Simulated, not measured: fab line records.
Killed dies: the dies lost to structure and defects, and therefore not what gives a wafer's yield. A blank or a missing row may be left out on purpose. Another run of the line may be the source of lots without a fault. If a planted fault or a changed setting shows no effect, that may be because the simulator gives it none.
A struck lot beside a sound one + flow n5 finfet + 40 steps out of a route of 1938
Sound: the wafers L837.2, L837.4, L837.6. The struck wafers were L831.1, L831.3, L831.4. At the end, the cause is stated.
At each step with rows: each side's tool, then ch and its chambers, then its first start. Under that, the readings that differ: sound wafers + struck wafers + difference of the means + sigmas: that difference in standard deviations of wafers without a fault.
alike: same words and numbers on both sides, and readings whose means sit less than 2 such deviations apart. not compared: any withheld reading, any reading some wafer has no value for, any bound like >300 that may hide the same value, and any number with overlapping values for which the record gives no deviation.
Wherever a step has rows on one side only, a row that says differs or no value, or a row with sigmas, the two part there. When numbers do not overlap yet have no deviation, they are printed without sigmas and do not part them. A reading that every wafer of one side lacks parts them only if that side has two wafers or more.

first, 8 steps without rows for these wafers: N5_BEOL_M2_ANNEAL_51 (time 90 s); N5_BEOL_M2_CMP_52 (polishes, stops on SiOC, t overpolish 6.8 s, target thk 40 nm); N5_BEOL_M2_PRE_CLEAN_60 (time 15 s); N5_BEOL_M2_CO_CAP_55 (material Co, precursor CCTBA/H2, target thk 2 nm, time 102.1 s); N5_BEOL_M2_PRE_CLEAN_56 (time 15 s); N5_BEOL_M2_DEP_57 (deposits SiCN from 3MS/NH3, target thk 8 nm, time 14 s); N5_BEOL_M3_ILD_DEP_00 (deposits SiOC from DEMS/O2, target thk 79 nm, time 15.3 s); N5_BEOL_M3_PECVD_72 (deposits SiO2 from TEOS/O2, target thk 16 nm, time 18 s).
N5_BEOL_M3_HM_DEP_02: deposits TiN, target thk 20 nm.
  sound on pvd sputter-02 at day 13 15:14; struck on pvd sputter-01 at day 11 20:14
| reading                                    | sound        | struck     | difference | sigmas |
|--------------------------------------------|--------------|------------|------------|--------|
| model.TiN_of_BEOL_M3_HM_DEP_02.thk nm (nm) | 20 20.2 20.2 | 35 34.6 35 | +15        |        |
  alike: throttle valve pct
then, 16 steps without rows for these wafers: N5_BEOL_M3_COAT_61 (time 60 s, resist thk 60 nm); N5_BEOL_M3_COAT_62 (time 60 s, resist thk 12 nm); N5_BEOL_M3_COAT_73 (time 60 s, resist thk 5 nm); N5_BEOL_M3_COAT_05 (resist thk 30 nm); N5_BEOL_M3_EBR_07; N5_BEOL_M3_SOFTBAKE_06 (time 60 s); N5_BEOL_M3_EXPOSE_08 (exposes mask M3); N5_BEOL_M3_PEB_09 (peb time 60 s); N5_BEOL_M3_DEVELOP_10 (develop time 30 s); N5_BEOL_M3_DESCUM_16 (chemistry O2, time 7 s); N5_BEOL_M3_ETCH_74 (etches underlayer in N2/H2, target depth 6.5 nm, time 5.2 s); N5_BEOL_M3_ETCH_63 (etches SiARC in CF4, target depth 15.6 nm, time 26 s); N5_BEOL_M3_ETCH_64 (etches SOC in N2/H2, target depth 75 nm, overetch 15 nm, time 112.5 s); N5_BEOL_M3_STRIP_65 (strips in N2/H2); N5_BEOL_M3_STRIP_75 (strips in N2/H2); N5_BEOL_M3_STRIP_66 (strips in CF4).
N5_BEOL_M3_HM_OPEN_17: chemistry Cl2/BCl3, target TiN, target depth 20 nm, overetch 6 nm.
  sound on rie metal-01 ch 0,1, day 13 16:00; struck on rie metal-03 ch 0,1, day 11 21:23
| reading                  | sound             | struck            | difference | sigmas |
|--------------------------|-------------------|-------------------|------------|--------|
| throttle valve pct (%)   | 22.05 22.21 22.04 | 21.77 21.79 21.77 | -0.32      | -3     |
| model.etch.depth nm (nm) | 20.09 20.23 20.12 | 26.42 25.26 26.28 | +5.84      |        |
  alike: drypump motor current A, oes product au
  not compared: rf hours counter h
then, 8 steps without rows for these wafers: N5_BEOL_M3_STRIP_19 (strips in O2); N5_BEOL_M3_COAT_67 (time 60 s, resist thk 60 nm); N5_BEOL_M3_COAT_68 (time 60 s, resist thk 12 nm); N5_BEOL_M3_COAT_76 (time 60 s, resist thk 5 nm); N5_BEOL_M3_COAT_22 (resist thk 30 nm); N5_BEOL_M3_EBR_24; N5_BEOL_M3_SOFTBAKE_23 (time 60 s); N5_BEOL_M3_EXPOSE_25 (exposes mask V2, defocus 5 nm).
N5_BEOL_M3_ETCHBACK_99: etches SiO2 in CHF3, target depth 5 nm, time 10.4 s.
  sound on rie diel-04 ch 0,1,2, day 13 17:38; struck on rie diel-04 ch 0,1,2, day 11 22:41
| reading               | sound          | struck         | difference | sigmas |
|-----------------------|----------------|----------------|------------|--------|
| oes product au (a.u.) | 0.88 0.72 0.66 | 0.26 0.27 0.34 | -0.46      | -5     |
  alike: drypump motor current A, rf vpp V, showerhead plenum p Torr, throttle valve pct
  not compared: rf hours counter h
N5_BEOL_M3_TRENCH_ETCH_37: etches SiOC in C4F6/O2, target depth 55.555 nm, time 29.2 s.
  sound on rie diel-04 ch 0,1,2; struck on rie diel-04 ch 0,1,2
| reading                                    | sound        | struck         | difference | sigmas |
|--------------------------------------------|--------------|----------------|------------|--------|
| model.TiN_of_BEOL_M3_HM_DEP_02.thk nm (nm) | 17.8 18 17.8 | 32.6 32.4 32.6 | +14.7      |        |
  alike: drypump motor current A, oes product au, rf vpp V, showerhead plenum p Torr, throttle valve pct
  not compared: rf hours counter h
N5_BEOL_M3_OCD_MEAS_38:
  sound on ocd-02 at day 13 18:01; struck on ocd-02 at day 11 23:04
| reading              | sound          | struck | difference                    | sigmas |
|----------------------|----------------|--------|-------------------------------|--------|
| trench depth nm (nm) | 55.7 55.0 55.2 | - - -  | no value on the struck wafers |        |
N5_BEOL_M3_CD_MEAS_35: target cd 18 nm, target cd y 21 nm.
  sound on cd sem-01 at day 13 18:10; struck on cd sem-02 at day 11 23:13
| reading    | sound             | struck | difference                    | sigmas |
|------------|-------------------|--------|-------------------------------|--------|
| cd nm (nm) | 18.34 18.11 18.42 | - - -  | no value on the struck wafers |        |
N5_BEOL_M4_RC_MEAS_101:
  the record has rows for the sound wafers here (prober-02 ch 0, day 14 06:38) and none for the struck ones
-- the record jumps here: 5 days lie between the struck wafers' starts before and after (it left off in module BEOL_M4 and takes up again in module PASSIVATION, whose first step shown is number 1936 of the route) --
N5_PASSIVATION_PROBE_49:
  rows exist in the record for the struck wafers here (prober-02, day 16 21:45), but not for the sound ones

WHERE THEY PART
First at N5_BEOL_M3_HM_OPEN_17; last, within this record, at N5_PASSIVATION_PROBE_49.

WHY: what the simulator had put in
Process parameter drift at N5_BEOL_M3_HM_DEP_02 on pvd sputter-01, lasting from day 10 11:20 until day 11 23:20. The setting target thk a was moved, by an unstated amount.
